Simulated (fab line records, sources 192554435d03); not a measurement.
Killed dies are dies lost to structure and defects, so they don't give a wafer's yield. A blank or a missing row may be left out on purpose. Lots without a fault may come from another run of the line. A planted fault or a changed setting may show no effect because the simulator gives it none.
Split-lot experiment | flow n5_finfet | 7 lots, 21 wafers read, on a route of 1938 steps

THE SPLIT
At N5_PASSIVATION_PASS_ETCH_47 (etches SiNx in CF4/O2, target depth 770 nm, time 385 s), the setting time_s was moved away from the recipe's 385 s on 9 of the 21 wafers read, by -19.4% to +17.6%. The other wafers ran this setting at the recipe's value.

The reading is taken at the split's own step.

THE READING
etch.depth_nm (the simulator's own value, which no gauge read), in nm, at N5_PASSIVATION_PASS_ETCH_47 (etches SiNx in CF4/O2, target depth 770 nm, time 385 s). The file gives no usual value for it. The 12 wafers here that ran the recipe average 760.5 nm, standard deviation 19 nm.

wafer  | tool, chamber at the split | time_s as run, s | against the recipe | etch.depth_nm, nm | against lot-mates on the recipe
L080.1 | rie_diel-04, 3             | 385              | recipe             | 746.7             | -
L080.3 | rie_diel-04, 0             | 385              | recipe             | 758.2             | -
L080.6 | rie_diel-04, 2             | 385              | recipe             | 758.7             | -
L084.1 | rie_diel-06, 3             | 385              | recipe             | 755.2             | -
L084.3 | rie_diel-06, 1             | 385              | recipe             | 783.7             | -
L084.6 | rie_diel-06, 2             | 452.9            | +17.6%             | 900.5             | +131.0
L083.2 | rie_diel-04, 2             | 385              | recipe             | 751               | -
L083.4 | rie_diel-04, 3             | 385              | recipe             | 740               | -
L083.6 | rie_diel-04, 3             | 385              | recipe             | 734.6             | -
L086.1 | rie_diel-04, 1             | 428.5            | +11.3%             | 886.5             | +139.9
L086.4 | rie_diel-04, 2             | 428.5            | +11.3%             | 829.8             | +83.2
L086.6 | rie_diel-04, 2             | 385              | recipe             | 746.6             | -
L090.1 | rie_diel-06, 2             | 310.4            | -19.4%             | 618.2             | no lot-mate on the recipe
L090.3 | rie_diel-06, 1             | 310.4            | -19.4%             | 629.2             | no lot-mate on the recipe
L090.5 | rie_diel-06, 2             | 310.4            | -19.4%             | 626.6             | no lot-mate on the recipe
L093.2 | rie_diel-05, 1             | 385              | recipe             | 795.5             | -
L093.3 | rie_diel-05, 2             | 385              | recipe             | 764.8             | -
L093.5 | rie_diel-05, 2             | 342.9            | -10.9%             | 677.4             | -102.8
L097.2 | rie_diel-04, 3             | 450.5            | +17.0%             | 860.7             | +69.9
L097.3 | rie_diel-04, 0             | 385              | recipe             | 790.8             | -
L097.5 | rie_diel-04, 3             | 450.5            | +17.0%             | 873.4             | +82.6

THE FIT
A straight line over all 21 wafers: etch.depth_nm changes by +7.15 nm for each +1% of time_s; r = +0.97; the points scatter about the line by 20 nm.
The same after taking each lot's own level away (the mean of its wafers on the recipe; 18 wafers): +6.84 nm for each +1%; r = +0.92; scatter 24 nm.
On that fit, the largest move of time_s shifts the reading by 1.3e+02 nm.
The lots' own levels span 741.87 to 790.80 nm, that is 2.6 times the standard deviation above.
So the lot-to-lot level changes the slope little: the two slopes agree.
Check: with one of the wafers moved furthest among these (+17.6%) left out of the fit, the line predicts +115 nm for it against its lot-mates. It came out at +131 nm against them.

OTHER SPLITS ON THESE WAFERS
These wafers also went through other splits before the reading. Each is held against what the fit with the lots' levels taken away leaves over:
other split on the same wafers     | wafers away from the commonest value | r with etch.depth_nm (lot level and that fit taken away)
N5_BEOL_M14_PEB_26 peb_temp_c      | 5                                    | -0.02
N5_MIM_BOT_SPUTTER_00 time_s       | 9                                    | -0.36
N5_MIM_BOT_LITHO_EXPOSE_05 dose_mj | 8                                    | -0.09
N5_MIM_BOT_ETCH_ETCH_04 time_s     | 12                                   | -0.34

THE FILE'S OWN FIT
etch.depth_nm changes by +7.07 nm for each +1% of time_s, r = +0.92.
